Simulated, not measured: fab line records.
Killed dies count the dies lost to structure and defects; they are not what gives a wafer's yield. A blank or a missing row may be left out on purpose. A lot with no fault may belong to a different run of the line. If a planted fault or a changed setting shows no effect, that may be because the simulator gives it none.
fab line records ; flow n5_finfet
record: lots: 7; wafers: 39
route steps=1938 shown GATE_CUT@493 MOL_CONTACT_COAG@608
start_h: start of the lot's first displayed wafer, in hours after the record's first day ; wait_h: hours from the lot's prior step to this one ; " unchanged from the row above ; L1.1+2: several wafers, shown together as one row ; - value missing, or start not given ; * or withheld: withheld ; < > ~ a bound
route shown NAME@n: a module of which the file shows steps, and the number in the route of the first ; usual: average and standard deviation across the fault-free wafers ; same: alike in all rows ; chamber/n: place in a boat ; sites: the reading at each site ; _std_site: the values' standard deviation ; _edge_site: outer sites' mean less inner sites' ; radius_mm: how far each site lies from the wafer's centre ; mask NAME#n: copy n ; behind: tool/chamber where the wafer was last shaped ; hold: what put the lot on hold/how long, in hours/how the hold closed ; device: transistor that didn't switch, given as n, p or np ; end of line: the tests these same wafers got at the end of their route ; a step given without rows: its recipe and nothing more ; killed: dies lost to structure and defects at the first sort, not the wafer's yield ; map: the dies of a wafer, with x for killed, . for not killed, _ for no die there
set.NAME: the run value of the setting; set.NAME@STEP: its run value at that earlier step ; model.NAME: the simulator's own value behind a step, which no gauge read
lots with deliberately changed settings; one table per step, one row per wafer
== steps ==
step: N5_GATE_CUT_ETCH_37
recipe: chemistry: N2/H2; target: SOC; target_depth_a: 600; overetch_a: 120; mask_material: SiARC; temp_c: 40; time_s: 90; ion_energy_ev: 200; pressure_mtorr: 30; source_w: 840; bias_w: 150; n2_flow_sccm: 200; h2_flow_sccm: 200
usual: rf_vpp_V: 524.8/2.2
lot.wafer;tool;chamber;start_h;wait_h;set.bias_w;rf_vpp_V;model.SiARC_of_GATE_CUT_COAT_35.thk_nm
L075.4;rie_diel-05;1;90.06;0.0;150;525.6;6
L075.5;rie_diel-05;0;90.06;0.0;150;522.8;6
L075.6;rie_diel-05;3;90.06;0.0;150;520.9;6
L077.1;rie_diel-05;3;104.85;0.0;175.6;576.2;5
L077.2;rie_diel-05;1;104.85;0.0;175.6;580.9;5.4
L077.3;rie_diel-05;0;104.85;0.0;150;522.9;6
L077.4;rie_diel-05;2;104.85;0.0;175.6;574.1;5
L077.5;rie_diel-05;1;104.85;0.0;150;526.4;6.2
L077.6;rie_diel-05;2;104.85;0.0;150;520.9;6
L078.1;rie_diel-05;1;111.70;0.0;133.4;489.4;6.8
L078.2;rie_diel-05;2;111.70;0.0;133.4;483.6;6.6
L078.3;rie_diel-05;3;111.70;0.0;150;522.0;6
L078.4;rie_diel-05;0;111.70;0.0;150;523.9;6
L078.5;rie_diel-05;2;111.70;0.0;133.4;482.8;6.6
L078.6;rie_diel-05;3;111.70;0.0;150;520.8;6
L083.1;rie_diel-05;1;140.73;0.0;150;525.7;6.2
L083.2;rie_diel-05;3;140.73;0.0;159.8;543.6;5.8
L083.3;rie_diel-05;0;140.73;0.0;159.8;545.4;5.8
L083.4;rie_diel-05;2;140.73;0.0;150;521.0;6
L083.5;rie_diel-05;1;140.73;0.0;159.8;547.8;5.8
L083.6;rie_diel-05;2;140.73;0.0;150;521.8;6
L086.1;rie_diel-02;0;160.46;0.0;150;529.0;6
L086.2;rie_diel-02;1;160.46;0.0;178;586.7;5
L086.3;rie_diel-02;2;160.46;0.0;150;523.0;6
L086.4;rie_diel-02;3;160.46;0.0;150;526.9;6
L086.5;rie_diel-02;2;160.46;0.0;178;584.7;5.2
L086.6;rie_diel-02;1;160.46;0.0;178;586.1;5.2
L091.1;rie_diel-03;2;185.69;0.0;150;526.0;6
L091.2;rie_diel-03;3;185.69;0.0;150;523.0;6
L091.3;rie_diel-03;1;185.69;0.0;150;523.8;6
L091.4;rie_diel-03;0;185.69;0.0;150;524.8;6
L091.5;rie_diel-03;2;185.69;0.0;150;525.5;6
L091.6;rie_diel-03;1;185.69;0.0;150;523.2;6
L096.1;rie_diel-02;3;218.87;0.0;142.1;507.2;6.2
L096.2;rie_diel-02;0;218.87;0.0;150;527.2;6
L096.3;rie_diel-02;2;218.87;0.0;142.1;506.1;6.4
L096.4;rie_diel-02;1;218.87;0.0;150;525.5;6
L096.5;rie_diel-02;0;218.87;0.0;150;526.2;6
L096.6;rie_diel-02;1;218.87;0.0;142.1;507.1;6.2
step: N5_GATE_CUT_STRIP_38
recipe: chemistry: N2/H2; temp_c: 40; n2_flow_sccm: 200; h2_flow_sccm: 200; rf_frequency_hz: 6e+07
step: N5_GATE_CUT_STRIP_39
recipe: chemistry: N2/H2; temp_c: 40; n2_flow_sccm: 200; h2_flow_sccm: 200; rf_frequency_hz: 6e+07
step: N5_GATE_CUT_HM_OPEN_40
recipe: chemistry: C4F6/O2; target: SiO2; mask_material: SiARC; target_depth_a: 1390; time_s: 85.1; ion_energy_ev: 250; pressure_mtorr: 30; source_w: 345; bias_w: 185; Ar_flow_sccm: 300; C4F6_flow_sccm: 10; O2_flow_sccm: 10; ends: cleared
usual: etch_rf_on_time_s: 93.8/1.7
lot.wafer;tool;chamber;start_h;wait_h;set.target_thk_a@GATE_CUT_HM_DEP_46;etch_rf_on_time_s;model.etch.depth_nm;model.SOC_of_GATE_CUT_COAT_34.thk_nm
L075.4;rie_diel-05;1;90.14;0.0;1300;97.1;133;32.8
L075.5;rie_diel-05;0;90.14;0.0;1300;92.6;129.7;32.8
L075.6;rie_diel-05;3;90.14;0.0;1300;93.5;132.3;32.4
L077.1;rie_diel-05;3;104.93;0.0;1435;102.0;142.2;30.2
L077.2;rie_diel-05;1;104.93;0.0;1300;94.9;128;33.6
L077.3;rie_diel-05;0;104.93;0.0;1435;101.5;141.3;30.2
L077.4;rie_diel-05;2;104.93;0.0;1300;94.0;129.8;32.8
L077.5;rie_diel-05;1;104.93;0.0;1435;106.7;145.1;30
L077.6;rie_diel-05;2;104.93;0.0;1300;94.6;130.3;32.8
L078.1;rie_diel-05;1;111.79;0.0;1377;99.5;136.5;32
L078.2;rie_diel-05;2;111.79;0.0;1377;97.5;136.5;31.4
L078.3;rie_diel-05;3;111.79;0.0;1300;91.2;129.1;33.2
L078.4;rie_diel-05;0;111.79;0.0;1377;99.6;138.5;31
L078.5;rie_diel-05;2;111.79;0.0;1300;94.2;131.4;32.6
L078.6;rie_diel-05;3;111.79;0.0;1300;92.8;131.2;32.8
L083.1;rie_diel-05;1;140.81;0.0;1300;96.4;129.7;33.4
L083.2;rie_diel-05;3;140.81;0.0;1300;93.1;130;32.8
L083.3;rie_diel-05;0;140.81;0.0;1206;86.8;120.7;34.8
L083.4;rie_diel-05;2;140.81;0.0;1206;88.7;123.1;34.4
L083.5;rie_diel-05;1;140.81;0.0;1206;90.7;121.9;34.8
L083.6;rie_diel-05;2;140.81;0.0;1300;94.5;130.5;32.8
L086.1;rie_diel-02;0;160.55;0.0;1300;91.5;126.9;33.6
L086.2;rie_diel-02;1;160.55;0.0;1300;92.1;128.5;33
L086.3;rie_diel-02;2;160.55;0.0;1300;93.9;130.1;32.6
L086.4;rie_diel-02;3;160.55;0.0;1300;95.9;131.3;32.4
L086.5;rie_diel-02;2;160.55;0.0;1300;93.7;129.9;32.8
L086.6;rie_diel-02;1;160.55;0.0;1300;93.1;130.1;32.6
L091.1;rie_diel-03;2;185.77;0.0;1462;103.0;146.8;29.2
L091.2;rie_diel-03;3;185.77;0.0;1300;94.6;131.6;32.6
L091.3;rie_diel-03;1;185.77;0.0;1462;104.8;146.3;29.4
L091.4;rie_diel-03;0;185.77;0.0;1462;108.0;151.5;28
L091.5;rie_diel-03;2;185.77;0.0;1300;94.6;134;31.8
L091.6;rie_diel-03;1;185.77;0.0;1300;94.6;133.3;32
L096.1;rie_diel-02;3;218.95;0.0;1355;99.2;135.9;31.4
L096.2;rie_diel-02;0;218.95;0.0;1355;97.6;135.1;32
L096.3;rie_diel-02;2;218.95;0.0;1355;96.8;134.9;31.6
L096.4;rie_diel-02;1;218.95;0.0;1300;94.4;132;32.4
L096.5;rie_diel-02;0;218.95;0.0;1300;94.0;130.9;32.8
L096.6;rie_diel-02;1;218.95;0.0;1300;94.0;131.5;32.4
step: N5_GATE_CUT_STRIP_41
recipe: chemistry: CF4; resist: SiARC; power_w: 300; bias_power_w: 75; pressure_mtorr: 50; cf4_flow_sccm: 150; rf_frequency_hz: 6e+07
step: N5_GATE_CUT_STRIP_42
recipe: chemistry: O2; power_w: 400; temp_c: 40; pressure_mtorr: 30; rf_frequency_hz: 6e+07; bias_power_w: 0; overash_fraction: 0.3; o2_flow_sccm: 225
step: N5_GATE_CUT_ALD_22
recipe: material: SiNx; target_thk_a: 160; temp_c: 400; ald_precursor_family: SiH2I2; ald_co_reactant: N2/H2-plasma; pulse_time_s: 1; ald_cycles: 320; purge_time_s: 2; co_reactant_purge_time_s: 2; pressure_torr: 2
step: N5_GATE_CUT_CMP_23
recipe: stop_on: SiO2; t_overpolish_s: 23.4; post_cmp_clean: alkaline_brush; down_force_psi: 2.5; platen_rpm: 51.8; pad_velocity_m_s: 1.0307; target_thk_nm: 16
step: N5_GATE_CUT_THK_MEAS_24
recipe: reads: SiO2_of_GATE_CUT_HM_DEP_46+SiO2_flowable_of_ILD0_FCVD_FILL_01
usual: GC_FILL_THK: 220.7/1.7
lot.wafer;tool;chamber;start_h;wait_h;set.target_thk_a@GATE_CUT_HM_DEP_46;GC_FILL_THK[nm]
L075.4;film_metro-01;-;93.24;-;1300;224.0
L075.5;film_metro-01;-;93.24;-;1300;220.3
L075.6;film_metro-01;-;93.24;-;1300;222.1
L077.1;film_metro-01;-;107.39;-;1435;232.0
L077.2;film_metro-01;-;107.39;-;1300;217.7
L077.3;film_metro-01;-;107.39;-;1435;230.0
L077.4;film_metro-01;-;107.39;-;1300;218.4
L077.5;film_metro-01;-;107.39;-;1435;234.5
L077.6;film_metro-01;-;107.39;-;1300;220.1
L078.1;film_metro-02;-;114.24;-;1377;226.6
L078.2;film_metro-02;-;114.24;-;1377;226.7
L078.3;film_metro-02;-;114.24;-;1300;218.9
L078.4;film_metro-02;-;114.24;-;1377;229.0
L078.5;film_metro-02;-;114.24;-;1300;221.8
L078.6;film_metro-02;-;114.24;-;1300;222.1
L083.1;film_metro-01;-;143.28;-;1300;219.9
L083.2;film_metro-01;-;143.28;-;1300;219.6
L083.3;film_metro-01;-;143.28;-;1206;209.5
L083.4;film_metro-01;-;143.28;-;1206;212.6
L083.5;film_metro-01;-;143.28;-;1206;210.9
L083.6;film_metro-01;-;143.28;-;1300;220.4
L086.1;film_metro-02;-;163.56;-;1300;217.3
L086.2;film_metro-02;-;163.56;-;1300;220.3
L086.3;film_metro-02;-;163.56;-;1300;220.9
L086.4;film_metro-02;-;163.56;-;1300;222.4
L086.5;film_metro-02;-;163.56;-;1300;220.3
L086.6;film_metro-02;-;163.56;-;1300;220.2
L091.1;film_metro-02;-;188.37;-;1462;236.2
L091.2;film_metro-02;-;188.37;-;1300;219.9
L091.3;film_metro-02;-;188.37;-;1462;234.9
L091.4;film_metro-02;-;188.37;-;1462;239.7
L091.5;film_metro-02;-;188.37;-;1300;223.1
L091.6;film_metro-02;-;188.37;-;1300;221.6
L096.1;film_metro-02;-;221.50;-;1355;225.3
L096.2;film_metro-02;-;221.50;-;1355;225.0
L096.3;film_metro-02;-;221.50;-;1355;227.3
L096.4;film_metro-02;-;221.50;-;1300;221.8
L096.5;film_metro-02;-;221.50;-;1300;222.4
L096.6;film_metro-02;-;221.50;-;1300;221.8
step: N5_GATE_CUT_CMP_43
recipe: material: SiO2; post_cmp_clean: rinse_only
lot.wafer;tool;chamber;start_h;wait_h;set.target_thk_a@GATE_CUT_HM_DEP_46;model.SiO2_of_GATE_CUT_HM_DEP_46.thk_nm
L075.4+6;cmp-04;1,2;93.27;0.0;1300;5.2
L075.5;cmp-04;1;93.27;0.0;1300;5
L077.4+2+6;cmp-02;0,1,0;107.62;0.2;1300;5
L077.3+1;cmp-02;2,3;107.62;0.2;1435;5.6
L077.5;cmp-02;1;107.62;0.2;1435;5.8
L078.4+1;cmp-04;1,2;114.40;0.2;1377;5.4
L078.3+6+5;cmp-04;3,1,2;114.40;0.2;1300;5
L078.2;cmp-04;0;114.40;0.2;1377;5.2
L083.1+2+6;cmp-02;3,1,3;143.31;0.0;1300;5
L083.3+4+5;cmp-02;0,2,0;143.31;0.0;1206;4.6
L086.1;cmp-04;0;163.59;0.0;1300;4.8
L086.2+3+4+6+5;cmp-04;1,2,3,0,1;163.59;0.0;1300;5
L091.1+3;cmp-02;2,1;188.40;0.0;1462;5.8
L091.4;cmp-02;3;188.40;0.0;1462;6
L091.2;cmp-02;0;188.40;0.0;1300;5
L091.5+6;cmp-02;2,3;188.40;0.0;1300;5.2
L096.2+1+3;cmp-02;1,2,0;221.53;0.0;1355;5.2
L096.4+6+5;cmp-02;3,1,2;221.53;0.0;1300;5
step: N5_MOL_CONTACT_COAG_ALD_133
recipe: material: SiO2; target_thk_a: 50; temp_c: 100; ald_precursor_family: BDEAS; ald_co_reactant: O2-plasma; pulse_time_s: 1; co_reactant_pulse_time_s: 1; purge_time_s: 2; co_reactant_purge_time_s: 2; ald_cycles: 35; pressure_torr: 2
lot.wafer;tool;chamber;start_h;wait_h;set.ald_cycles;model.SiO2_of_MOL_CONTACT_COAG_ALD_133.thk_nm
L075.4+5+6;ald_sin-01;3,2,1;106.24;0.1;35;5
L077.1+3+6;ald_sin-02;2,0,2;119.89;0.5;37;5.2
L077.2+4+5;ald_sin-02;1,3,1;119.89;0.5;35;5
L078.1+2+3+4+5+6;ald_sin-02;2,0,3,1,0,3;126.02;0.1;35;5
L083.1+2+3+4+5+6;ald_sin-01;1,0,3,2,1,0;158.05;0.1;35;5
L086.1+3+6;ald_sin-01;0,3,2;176.86;0.1;35;5
L086.2+4+5;ald_sin-01;2,1,1;176.86;0.1;37;5.2
L091.1+3+6;ald_sin-02;0,2,1;200.48;0.1;37;5.2
L091.2+4+5;ald_sin-02;1,3,0;200.48;0.1;35;5
L096.1+4+5;ald_sin-02;2,0,1;234.76;0.2;38;5.4
L096.2+3+6;ald_sin-02;1,3,2;234.76;0.2;35;5
== key ==
split: step: N5_GATE_CUT_ETCH_37; setting: bias_w; stated: 150; by: wafer
response: step: N5_GATE_CUT_ETCH_37; reading: rf_vpp_V; change: +3.23; per: 1%; r: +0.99
response: step: N5_GATE_CUT_ETCH_37; reading: model.SiARC_of_GATE_CUT_COAT_35.thk_nm; change: -0.0512; per: 1%; r: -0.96
split: step: N5_MOL_CONTACT_COAG_ALD_133; setting: ald_cycles; stated: 35; by: wafer
response: step: N5_MOL_CONTACT_COAG_ALD_133; reading: model.SiO2_of_MOL_CONTACT_COAG_ALD_133.thk_nm; change: +0.04; per: 1%; r: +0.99
split outside_this_file step=N5_GATE_CUT_HM_DEP_46 setting=target_thk_a
split outside_this_file: this setting was split too, and the file shows its column; the key of that split is in another file
